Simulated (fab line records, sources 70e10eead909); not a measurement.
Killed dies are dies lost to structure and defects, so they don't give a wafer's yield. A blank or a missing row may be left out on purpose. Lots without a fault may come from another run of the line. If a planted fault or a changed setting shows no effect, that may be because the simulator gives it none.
Which tool is to blame? :: flow nandHarc :: Sampling: 6 lots, 18 wafers, 5 of 1302 route steps

## WHAT EACH GAUGE READ, for each wafer
NHARC_END_SORT_01.
lot: L655
measured: day 29 21:33
on: prober-02
defectLimitedYield (%): 92.8 91.1 90.5

## WHAT TOOL EACH LOT RAN ON (gives the tool, then ch and the chambers of the sampled wafers, and finally the start)
lot: L652
NHARC_A_BONDPAD_ETCH_12: rieDiel-02 ch 0,3, day 23 20:34
NHARC_THIN_TSV_CMP_01: cmp-02 ch 0,1,2, day 24 09:59
NHARC_THIN_TSV_DEP_43: pecvd-04 ch 0,2, day 24 10:26
NHARC_THIN_TSV_DEGAS_53: pvdSputter-01, day 24 16:07

lot: L654
NHARC_A_BONDPAD_ETCH_12: rieDiel-10 ch 0,2,3, day 24 13:38
NHARC_THIN_TSV_CMP_01: cmp-02 ch 0,2,3, day 25 03:36
NHARC_THIN_TSV_DEP_43: pecvd-02 ch 0,1, day 25 04:05
NHARC_THIN_TSV_DEGAS_53: pvdSputter-03, day 25 09:36

lot: L656
NHARC_A_BONDPAD_ETCH_12: rieDiel-02 ch 0,2,3, day 25 20:41
NHARC_THIN_TSV_CMP_01: cmp-02 ch 0,2,3, day 26 12:50
NHARC_THIN_TSV_DEP_43: pecvd-03 ch 0,2, day 26 13:22
NHARC_THIN_TSV_DEGAS_53: pvdSputter-03, day 26 19:02

lot: L655
NHARC_A_BONDPAD_ETCH_12: rieDiel-10 ch 1,2,3, day 28 12:14
NHARC_THIN_TSV_CMP_01: cmp-02 ch 0,2,3, day 29 03:49
NHARC_THIN_TSV_DEP_43: pecvd-03 ch 1,2, day 29 04:18
NHARC_THIN_TSV_DEGAS_53: pvdSputter-03, day 29 09:53

lot: L670
NHARC_A_BONDPAD_ETCH_12: rieDiel-02 ch 1,2,3, day 31 20:59
NHARC_THIN_TSV_CMP_01: cmp-02 ch 0,1,3, day 32 10:28
NHARC_THIN_TSV_DEP_43: pecvd-04 ch 1,2, day 32 10:57
NHARC_THIN_TSV_DEGAS_53: pvdSputter-03, day 32 16:27

lot: L671
NHARC_A_BONDPAD_ETCH_12: rieDiel-02 ch 1,2,3, day 32 00:04
NHARC_THIN_TSV_CMP_01: cmp-02 ch 0,1, day 32 12:52
NHARC_THIN_TSV_DEP_43: pecvd-03 ch 1,2, day 32 13:31
NHARC_THIN_TSV_DEGAS_53: pvdSputter-02, day 32 19:08
- NHARC_A_BONDPAD_ETCH_12: etches the open film in CHF3/O2, target depth 220 nm, time 110 s.
- NHARC_THIN_TSV_CMP_01: polishes.
- NHARC_THIN_TSV_DEP_43: deposits SiO2, target thk 1328.5 nm.
- NHARC_THIN_TSV_DEGAS_53: time 60 s.

## THE ANSWER, worked out from the rows above alone
Rule: the lots themselves supply what counts as usual. The widest of any qualifying gaps counts: lots, ordered by their means at a reading, are off when they make up no more than a third of the lots, leave a main group of 4 or more, and stand apart from it by 3 or more times the standard deviation of that group's means. A main group is skipped when, at the precision printed for the reading in the tables above, its means are all equal. A lot without any number at a reading at which 4 lots or more have one is off too. Where the step has rows for the other lots, those lots are counted as sound.
No lot is off at any reading shown: from this, nothing can be told.

## WHAT THE SIMULATOR HAD PUT IN
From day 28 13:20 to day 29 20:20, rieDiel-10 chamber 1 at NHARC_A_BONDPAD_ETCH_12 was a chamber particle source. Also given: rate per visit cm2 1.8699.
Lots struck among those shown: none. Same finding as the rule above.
